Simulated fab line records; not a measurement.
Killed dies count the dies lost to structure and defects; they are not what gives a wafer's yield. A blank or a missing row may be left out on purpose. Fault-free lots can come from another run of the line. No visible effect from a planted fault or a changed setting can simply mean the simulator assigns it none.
A struck lot beside a sound one -- flow n5_finfet -- 14 out of 1938 route steps
Sound: the wafers L330.3, L330.5, L330.6. Struck: wafers L332.2, L332.3, L332.6. Last of all comes the cause.
Each step with rows lists, per side, the tool, then ch with its chambers, then its first start. Under that, the readings that differ: sound wafers -- struck wafers -- difference of the means -- sigmas: that difference in standard deviations of wafers without a fault.
alike: a reading whose means differ by less than 2 such deviations, as well as words and numbers matching on both sides. not compared: withheld readings; readings where some wafer has no value; bounds like >300 that might hide an equal value; numbers whose values overlap and for which the record gives no deviation.
A row with sigmas, a row that says differs or no value, or rows on one side alone: a step with any of these is where the two part. Non-overlapping numbers with no deviation appear without sigmas and do not part them. A reading missing from all wafers of one side parts the sides only when that side holds two or more wafers.

N5_BEOL_M0_SAQP_PECVD_96: deposits a-Si from SiH4/He, target thk 45 nm, time 45.2 s.
  sound on pecvd-04 ch 0,2, day 8 14:48; struck on pecvd-04 ch 0,2, day 9 10:08
  alike: heater_power_w, rf_fwd_power_W, showerhead_plenum_p_Torr, throttle_valve_pct
N5_BEOL_M0_SAQP_PECVD_97: deposits SiNx from SiH4/NH3/N2, target thk 23 nm, time 19.9 s.
  sound on pecvd-04 ch 0,2, day 8 14:51; struck on pecvd-04 ch 0,2, day 9 10:11
  alike: heater_power_w, rf_fwd_power_W, showerhead_plenum_p_Torr, throttle_valve_pct
N5_BEOL_M0_SAQP_PECVD_04: deposits a-Si from SiH4/He, target thk 60 nm, time 60.2 s.
  sound on pecvd-04 ch 0,2, day 8 14:53; struck on pecvd-04 ch 0,2, day 9 10:13
  alike: heater_power_w, rf_fwd_power_W, showerhead_plenum_p_Torr, throttle_valve_pct
N5_BEOL_M0_SAQP_THK_MEAS_05:
  struck on film_metro-01, day 9 10:19; sound on film_metro-02, day 8 14:59
  alike: thk_nm
N5_BEOL_M0_SAQP_HM_DEP_111: deposits SiO2 from SiH4/N2O, target thk 12 nm, time 7.2 s.
  sound on pecvd-02 ch 0,2, day 8 15:01; struck on pecvd-02 ch 0,1,2, day 9 10:21
  alike: heater_power_w, rf_fwd_power_W, showerhead_plenum_p_Torr
then, 7 steps without rows for these wafers: N5_BEOL_M0_SAQP_COAT_81 (time 60 s, resist thk 100 nm); N5_BEOL_M0_SAQP_COAT_82 (time 60 s, resist thk 30 nm); N5_BEOL_M0_SAQP_COAT_08 (resist thk 90 nm); N5_BEOL_M0_SAQP_EBR_10; N5_BEOL_M0_SAQP_SOFTBAKE_09 (time 60 s); N5_BEOL_M0_SAQP_EXPOSE_11 (exposes mask M0 CORE, target cd 42 nm); N5_BEOL_M0_SAQP_PEB_12 (peb time 60 s).
N5_BEOL_M0_SAQP_DEVELOP_13: develop time 30 s.
  struck on litho_track-03, day 9 10:44; sound on litho_track-04 ch 0, day 8 15:17
  no value came back on the struck wafers for chill_plate_temp_C (C), develop_time_s (s); on the sound wafers chill_plate_temp_C (C) reads 22.94 22.93 23.09
reading,sound,struck,difference,sigmas
model.CAR-ArF_of_BEOL_M0_SAQP_COAT_08.thk_nm (nm),88.6 88.2 88.4,90.4 90.4 90.2,+1.9,
N5_BEOL_M0_SAQP_CD_MEAS_14 targets a cd of 42.5 nm.
  sound on cd_sem-01 ch 0, day 8 15:20; struck on cd_sem-03 ch 0, day 9 10:48
reading,sound,struck,difference,sigmas
cd_nm (nm),42.4 42.9 42.2,- - -,no value on the struck wafers,

WHERE THEY PART
At N5_BEOL_M0_SAQP_DEVELOP_13 first; at N5_BEOL_M0_SAQP_CD_MEAS_14 last (within this record only).

WHY: what the simulator had put in
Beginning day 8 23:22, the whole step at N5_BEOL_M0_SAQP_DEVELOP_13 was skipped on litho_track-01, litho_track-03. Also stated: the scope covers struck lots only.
